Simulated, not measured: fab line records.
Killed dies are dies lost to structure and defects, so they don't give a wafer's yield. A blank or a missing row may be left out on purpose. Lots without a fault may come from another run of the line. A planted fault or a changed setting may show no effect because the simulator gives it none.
Matching of chambers ; flow n5_finfet ; N5_ZERO_LAYER_PECVD_02 on pecvd-02: 3 sister chambers
The step deposits SiO2 from SiH4/N2O, target thk 10 nm, time 6 s. 3 wafers are shown with their chamber, then 12 later ones without.

## EACH WAFER AND ITS CHAMBER
wafer;chamber;showerhead_plenum_p_Torr (Torr)
L089.1;2;8.34
L089.2;0;8.34
L089.6;1;8.15

## WAFERS MISSING THEIR CHAMBER
wafer;showerhead_plenum_p_Torr (Torr)
L091.1;8.32
L091.4;8.15
L091.5;8.34
L094.4;8.34
L094.5;8.17
L094.6;8.31
L095.2;8.34
L095.4;8.16
L095.5;8.33
L096.2;8.17
L096.3;8.32
L096.4;8.32

## EACH ONE'S CHAMBER
wafer;from the rows above;in truth
L091.1;can't be placed: 0 or 2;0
L091.4;1;1
L091.5;can't be placed: 0 or 2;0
L094.4;can't be placed: 0 or 2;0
L094.5;1;1
L094.6;can't be placed: 0 or 2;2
L095.2;can't be placed: 0 or 2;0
L095.4;1;1
L095.5;can't be placed: 0 or 2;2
L096.2;1;1
L096.3;can't be placed: 0 or 2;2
L096.4;can't be placed: 0 or 2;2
4 of 12 placed correctly. Cannot be placed on the basis of these rows: 8; the candidates contain the true chamber in 8. Placed wrongly: 0.
How it was worked out, from the rows above alone: a wafer's distance from a chamber is the root of the sum, over the readings, of the square of ((its reading less the chamber's mean) divided by the reading's scatter). The wafer belongs to the nearest chamber; if the next one is less than 2 further off, it can't be placed. For every chamber, the mean is computed from those of its wafers that are shown. The scatter: with one shown wafer a chamber, the root of the mean of the squares of how far each hidden wafer lies from its nearest shown one.
